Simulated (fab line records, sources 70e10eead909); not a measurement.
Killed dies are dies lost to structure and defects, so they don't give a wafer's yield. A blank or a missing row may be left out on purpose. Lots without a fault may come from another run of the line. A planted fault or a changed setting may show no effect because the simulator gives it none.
Chamber matching | flow nand_harc | NHARC_A_CONTACT_ALD_18 on ald_metal-02: 4 sister chambers
The step deposits TiN, target thk 3 nm, pulse time 1 s, ald cycles 150. 16 wafers are shown with their chamber, then 8 later ones without.

WAFERS WITH THEIR CHAMBER
wafer  | chamber | heater_power_w (W) | precursor_pulse_height_rel
L075.1 | 1       | 1158               | 1.008
L075.3 | 0       | 942                | 0.968
L075.5 | 0       | 957                | 0.981
L077.1 | 2       | 872                | 1.018
L077.2 | 1       | 1123               | 1.009
L077.3 | 0       | 940                | 1.034
L077.4 | 3       | 1154               | 1.016
L077.5 | 1       | 1105               | 0.992
L077.6 | 2       | 888                | 1.013
L080.1 | 1       | 1141               | 1.026
L080.4 | 0       | 974                | 0.988
L080.5 | 2       | 884                | 1.000
L082.1 | 0       | 955                | 1.015
L082.4 | 3       | 1177               | 0.993
L082.6 | 2       | 883                | 1.015
L089.3 | 2       | 902                | 0.975

SIGNATURES (means of the wafers above)
reading                    | chamber 0 | chamber 1 | chamber 2 | chamber 3 | scatter within a chamber
heater_power_w             | 953.60    | 1131.75   | 885.80    | 1165.50   | 15.9
precursor_pulse_height_rel | 0.99720   | 1.00875   | 1.00420   | 1.00450   | 0.0203
Rule: a wafer's distance from a chamber is the root of the sum, over the readings, of the square of ((its reading less the chamber's mean) divided by the reading's scatter). The wafer belongs to the nearest chamber; if the next one is less than 2 further off, it can't be placed. The scatter: the root of (the sum of the squares of (reading less its chamber's mean) over the shown wafers, divided by (wafers less chambers)).

WAFERS WITHOUT THEIR CHAMBER
wafer  | heater_power_w (W) | precursor_pulse_height_rel
L089.4 | 932                | 1.019
L089.6 | 1137               | 0.969
L090.2 | 1173               | 1.012
L090.4 | 1127               | 0.987
L090.6 | 1153               | 1.024
L097.1 | 944                | 1.024
L097.2 | 855                | 1.045
L097.5 | 1170               | 0.977

WHICH CHAMBER EACH WENT THROUGH
wafer  | from the rows above     | in truth
L089.4 | can't be placed: 0 or 2 | 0
L089.6 | can't be placed: 1 or 3 | 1
L090.2 | can't be placed: 3 or 1 | 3
L090.4 | can't be placed: 1 or 3 | 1
L090.6 | can't be placed: 3 or 1 | 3
L097.1 | 0                       | 0
L097.2 | 2                       | 2
L097.5 | can't be placed: 3 or 1 | 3
Placed correctly: 2 of 8. Can't be placed from these rows: 6 (the true chamber is among the candidates in 6). Placed wrongly: 0.
